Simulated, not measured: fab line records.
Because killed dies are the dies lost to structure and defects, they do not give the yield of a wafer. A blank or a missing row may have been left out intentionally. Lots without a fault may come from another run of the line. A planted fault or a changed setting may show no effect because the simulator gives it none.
fab line records	flow n5_finfet	part 2 of 2: steps 5 to 6 of 6
record lots=22	wafers=66	last_day=19
route steps=1938 shown BEOL_M9@1415 BEOL_M10@1490
lots that met no fault: from a run of the same line without faults
start_h: hours from the record's first day to the start of the lot's first wafer shown	wait_h: hours from the lot's prior step to this one	" identical to the entry in the row above	L1.1+2: a single row standing in for several wafers	- no value, or no start was given	* or withheld: withheld	< > ~ a bound
route shown NAME@n: NAME is a module with steps in the file, n the number in the route of the first one	usual: mean/standard deviation of fault-free wafers	same: alike in all rows	chamber/n: place in a boat	sites: per-site readings	_std_site: standard deviation across them	_edge_site: inner sites' mean taken away from outer sites' mean	radius_mm: how far each site lies from the wafer's centre	mask NAME#n: copy n	behind: tool/chamber where the wafer was last shaped	hold: cause of the lot's hold/its duration in hours/its outcome	device: names the non-switching transistor (n, p or np)	end of line: the route-end tests of the same wafers	a step with no rows: only its recipe	killed: dies that structure and defects cost at the first sort, which is not the same as the wafer's yield	map: a wafer's dies, marking killed ones x, the rest . and places with no die _
set.NAME: the setting as run; set.NAME@STEP: as run at that earlier step	model.NAME: the simulator's own value behind a step, which no gauge read
the route's steps for a sample of lots (tables are steps, rows are wafers)
services: when a tool's chamber went out of use (start_h, in hours from the record's first day, below 0 if earlier), for how many hours, and the reason
## steps
# step N5_BEOL_M10_ETCH_41
# recipe chemistry=CH3F/O2	target=SiCN	target_depth_a=426	taper_deg=2	time_s=86	ion_energy_ev=120	mask_material=TiN	pressure_mtorr=30	source_w=395	bias_w=75	Ar_flow_sccm=150	CH3F_flow_sccm=30	O2_flow_sccm=20
# usual drypump_motor_current_A=5.9/0.5	oes_product_au=0.81/0.075	rf_vpp_V=296.8/1.7	showerhead_plenum_p_Torr=1.98/0.074	throttle_valve_pct=16.32/0.17
lot.wafer	tool	chamber	start_h	wait_h	drypump_motor_current_A	oes_product_au	rf_hours_counter_h	rf_vpp_V	showerhead_plenum_p_Torr	throttle_valve_pct
L074.1	rie_diel-05	1	-	-	6.2	0.89	38	297.5	1.96	16.16
L074.4	"	0	"	"	5.4	0.82	75	297.5	2.04	16.30
L074.6	"	2	"	"	5.6	0.74	-	298.8	2.06	16.47
L075.1	rie_diel-03	1	-	-	6.5	0.83	64	298.4	2.03	16.10
L075.2	"	0	"	"	6.0	0.80	93	296.5	1.94	16.36
L075.6	"	0	"	"	6.0	0.81	-	296.1	1.94	16.37
L078.2	rie_diel-01	1	-	-	6.5	0.81	86	295.5	1.94	15.99
L078.3	"	3	"	"	5.1	0.73	200	294.8	1.81	16.21
L078.6	"	0	"	"	6.2	0.74	-	296.3	1.91	16.50
L077.4	rie_diel-03	3	-	-	5.6	0.92	13	298.3	2.05	16.43
L077.5	"	1	"	"	6.5	0.81	-	299.0	2.03	16.13
L077.6	"	2	"	"	6.7	0.81	-	297.2	2.03	16.53
L080.2	rie_diel-01	0	-	-	6.2	0.73	185	294.6	1.90	16.52
L080.4	"	3	"	"	5.1	0.72	205	293.4	1.81	16.21
L080.5	"	2	"	"	5.4	0.68	-	299.3	2.05	16.54
L079.1	rie_diel-03	1	-	-	6.5	0.81	81	297.9	2.02	16.16
L079.4	"	0	"	"	6.0	0.79	112	294.9	1.93	16.39
L079.6	"	3	"	"	5.6	0.91	-	297.3	2.05	16.45
L081.1	rie_diel-05	1	-	-	6.2	0.86	55	296.1	1.95	16.19
L081.2	"	2	"	"	5.6	0.72	232	298.6	2.05	16.49
L081.6	"	0	"	"	5.4	0.80	-	297.3	2.03	16.32
L083.2	rie_diel-03	3	-	-	5.6	0.90	21	296.5	2.05	16.44
L083.3	"	0	"	"	6.0	0.78	115	296.0	1.93	16.40
L083.6	"	0	"	"	6.0	0.78	-	296.0	1.93	16.40
L085.1	rie_diel-01	2	-	-	5.4	0.97	5	297.7	2.05	16.15
L085.4	"	2	"	"	5.4	0.98	-	298.1	2.05	16.14
L085.6	"	3	"	"	5.1	0.71	-	293.1	1.81	16.25
L084.1	rie_diel-03	0	-	-	6.0	0.78	118	295.6	1.93	16.42
L084.3	"	1	"	"	6.5	0.79	88	297.5	2.02	16.17
L084.4	"	2	"	"	6.7	0.80	106	297.8	2.02	16.54
L087.1	rie_diel-05	3	-	-	5.6	0.84	58	297.3	1.95	16.04
L087.2	"	2	"	"	5.6	0.73	244	298.2	2.05	16.51
L087.5	"	1	"	"	6.2	0.85	-	297.5	1.95	16.20
L086.2	rie_diel-03	2	-	-	6.7	0.79	106	297.0	2.02	16.56
L086.4	"	0	"	"	6.0	0.78	119	296.9	1.93	16.41
L086.5	"	1	"	"	6.5	0.80	-	298.2	2.02	16.17
L089.2	rie_diel-01	0	-	-	6.2	0.71	208	295.5	1.90	16.56
L089.3	"	3	"	"	5.1	0.71	224	293.5	1.81	16.25
L089.5	"	2	"	"	5.4	0.97	-	297.3	2.05	16.17
L076.3	rie_diel-03	2	-	-	6.7	0.78	109	299.1	2.02	16.55
L076.4	"	0	"	"	6.0	0.78	121	295.5	1.93	16.41
L076.6	"	0	"	"	6.0	0.77	-	295.2	1.93	16.43
L090.2	rie_diel-01	0	-	-	6.2	0.72	212	294.9	1.90	16.57
L090.4	"	1	"	"	6.4	0.77	108	295.8	1.93	16.03
L090.6	"	3	"	"	5.1	0.70	-	294.1	1.81	16.27
L091.2	rie_diel-03	0	-	-	6.0	0.77	130	295.3	1.92	16.44
L091.5	"	1	"	"	6.4	0.78	-	299.4	2.02	16.20
L091.6	"	0	"	"	6.0	0.77	-	294.9	1.93	16.45
L088.2	rie_diel-01	2	-	-	5.4	0.94	22	297.1	2.04	16.18
L088.3	"	1	"	"	6.4	0.76	115	295.1	1.93	16.05
L088.6	"	0	"	"	6.2	0.70	-	295.5	1.89	16.55
L092.1	rie_diel-05	3	-	-	5.6	0.82	71	294.3	1.95	16.06
L092.2	"	1	"	"	6.2	0.83	82	293.9	1.94	16.24
L092.4	"	2	"	"	5.7	0.98	0	299.1	2.05	16.06
L095.2	rie_diel-05	2	-	-	5.6	0.98	3	297.6	2.05	16.09
L095.5	"	2	"	"	5.6	0.96	-	299.2	2.05	16.07
L095.6	"	1	"	"	6.2	0.84	-	297.0	1.94	16.25
L093.2	rie_diel-03	0	-	-	6.0	0.76	134	295.3	1.92	16.43
L093.4	"	1	"	"	6.5	0.78	104	298.1	2.02	16.20
L093.6	"	0	"	"	6.0	0.76	-	295.2	1.92	16.43
L096.2	rie_diel-03	2	-	-	6.7	0.77	124	297.7	2.02	16.58
L096.5	"	1	"	"	6.5	0.78	-	298.1	2.02	16.21
L096.6	"	2	"	"	6.7	0.77	-	296.4	2.02	16.58
L097.1	rie_diel-01	2	-	-	5.4	0.92	28	297.8	2.04	16.17
L097.5	"	3	"	"	5.1	0.69	-	295.2	1.80	16.30
L097.6	"	2	"	"	5.4	0.93	-	296.9	2.04	16.19
# step N5_BEOL_M10_ALD_74
# recipe material=TaN	target_thk_a=20	temp_c=275	ald_precursor_family=PDMAT	ald_co_reactant=NH3	pressure_torr=3	carrier_flow_sccm=1500	pulse_time_s=2	purge_time_s=3	co_reactant_purge_time_s=2	co_reactant_pulse_time_s=3	ald_cycles=40	precursor_vessel_temp_c=75	precursor_vessel_pressure_torr=26.25	precursor_vessel_carrier_sccm=1000
# usual heater_power_w=413/43	precursor_vessel_pressure_torr=26.24/0.055	susceptor_temp_C=275.01/0.21
lot.wafer	tool	chamber	start_h	wait_h	heater_power_w	precursor_vessel_pressure_torr	susceptor_temp_C
L074.1	ald_metal-02	2	247.12	0.1	417	26.29	275.22
L074.4	"	2	"	"	419	26.31	275.11
L074.6	"	3	"	"	416	26.21	275.12
L075.1	ald_metal-01	2	249.09	0.1	415	26.20	275.22
L075.2	"	0	"	"	401	26.21	274.85
L075.6	"	1	"	"	425	26.25	274.86
L078.2	ald_metal-01	1	296.18	0.0	425	26.25	275.17
L078.3	"	2	"	"	420	26.19	274.89
L078.6	"	2	"	"	409	26.23	274.84
L077.4	ald_metal-01	2	299.17	0.1	427	26.25	275.07
L077.5	"	3	"	"	366	26.20	274.81
L077.6	"	2	"	"	430	26.24	275.02
L080.2	ald_metal-04	1	317.87	0.1	367	26.39	274.79
L080.4	"	1	"	"	377	26.30	275.03
L080.5	"	0	"	"	472	26.16	274.99
L079.1	ald_metal-01	1	320.53	0.1	434	26.23	275.13
L079.4	"	0	"	"	407	26.23	275.45
L079.6	"	2	"	"	420	26.26	274.80
L081.1	ald_metal-02	1	326.19	0.0	443	26.27	275.29
L081.2	"	3	"	"	418	26.33	274.89
L081.6	"	3	"	"	414	26.38	275.14
L083.2	ald_metal-04	1	343.53	0.0	371	26.23	274.89
L083.3	"	0	"	"	475	26.34	275.20
L083.6	"	1	"	"	363	26.31	274.97
L085.1	ald_metal-04	3	357.11	0.0	343	26.19	274.54
L085.4	"	2	"	"	422	26.27	274.62
L085.6	"	1	"	"	369	26.28	274.64
L084.1	ald_metal-04	1	357.97	0.1	375	26.24	275.00
L084.3	"	3	"	"	346	26.16	274.76
L084.4	"	2	"	"	412	26.29	274.92
L087.1	ald_metal-01	1	358.82	0.3	407	26.17	275.08
L087.2	"	3	"	"	330	26.32	275.21
L087.5	"	3	"	"	332	26.33	275.29
L086.2	ald_metal-02	1	359.29	0.1	452	26.26	274.85
L086.4	"	0	"	"	490	26.29	275.08
L086.5	"	2	"	"	416	26.28	275.21
L089.2	ald_metal-01	2	365.61	0.0	439	26.25	274.93
L089.3	"	0	"	"	414	26.24	275.00
L089.5	"	0	"	"	400	26.25	274.72
L076.3	ald_metal-04	3	365.69	0.0	346	26.36	275.16
L076.4	"	3	"	"	342	26.32	274.83
L076.6	"	2	"	"	423	26.30	274.74
L090.2	ald_metal-01	2	375.38	0.0	426	26.19	275.11
L090.4	"	2	"	"	431	26.23	275.03
L090.6	"	3	"	"	331	26.22	275.27
L091.2	ald_metal-04	3	388.82	0.0	349	26.25	275.13
L091.5	"	0	"	"	480	26.23	274.69
L091.6	"	1	"	"	374	26.26	275.01
L088.2	ald_metal-04	0	391.81	0.3	467	26.20	274.80
L088.3	"	1	"	"	366	26.25	274.85
L088.6	"	2	"	"	403	26.34	275.10
L092.1	ald_metal-01	1	392.63	0.3	400	26.29	275.18
L092.2	"	3	"	"	331	26.25	275.01
L092.4	"	2	"	"	431	26.21	275.17
L095.2	ald_metal-02	0	400.67	0.0	496	26.18	275.39
L095.5	"	3	"	"	402	26.25	275.07
L095.6	"	0	"	"	475	26.25	274.88
L093.2	ald_metal-02	0	402.18	0.3	491	26.23	274.81
L093.4	"	2	"	"	423	26.25	275.42
L093.6	"	1	"	"	448	26.34	274.91
L096.2	ald_metal-02	2	404.64	0.1	416	26.20	274.97
L096.5	"	2	"	"	416	26.22	274.98
L096.6	"	1	"	"	465	26.24	275.22
L097.1	ald_metal-02	0	407.92	0.1	486	26.33	274.57
L097.5	"	3	"	"	416	26.18	275.35
L097.6	"	0	"	"	498	26.15	274.75
## services
tool	chamber	start_h	hours	kind
rie_diel-06	2	226.76	7.4	repair
rie_diel-05	2	229.83	7.1	repair
rie_diel-04	3	236.60	5.9	repair
rie_diel-02	-	257.06	72.1	repair
ald_metal-01	-	270.16	6.0	pm
ald_metal-02	-	272.63	8.7	pm
rie_diel-04	3	294.15	6.5	repair
ald_metal-04	3	303.04	30.8	repair
rie_diel-03	-	322.81	14.6	pm
rie_diel-02	-	329.20	14.6	pm
rie_diel-06	3	331.95	2.6	repair
rie_diel-04	-	336.59	4.8	repair
ald_metal-01	-	337.25	14.0	pm
rie_diel-06	-	338.02	0.6	repair
rie_diel-01	1	341.15	22.0	repair
rie_diel-06	0	347.58	3.7	repair
rie_diel-05	2	349.12	1.4	repair
ald_metal-04	0	354.41	20.4	repair
rie_diel-06	-	354.64	4.3	pm
ald_metal-02	3	356.86	43.2	repair
ald_metal-02	-	394.75	2.8	pm
rie_diel-05	3	395.52	5.8	repair
ald_metal-04	-	402.93	6.0	pm
ald_metal-02	2	405.20	26.4	repair
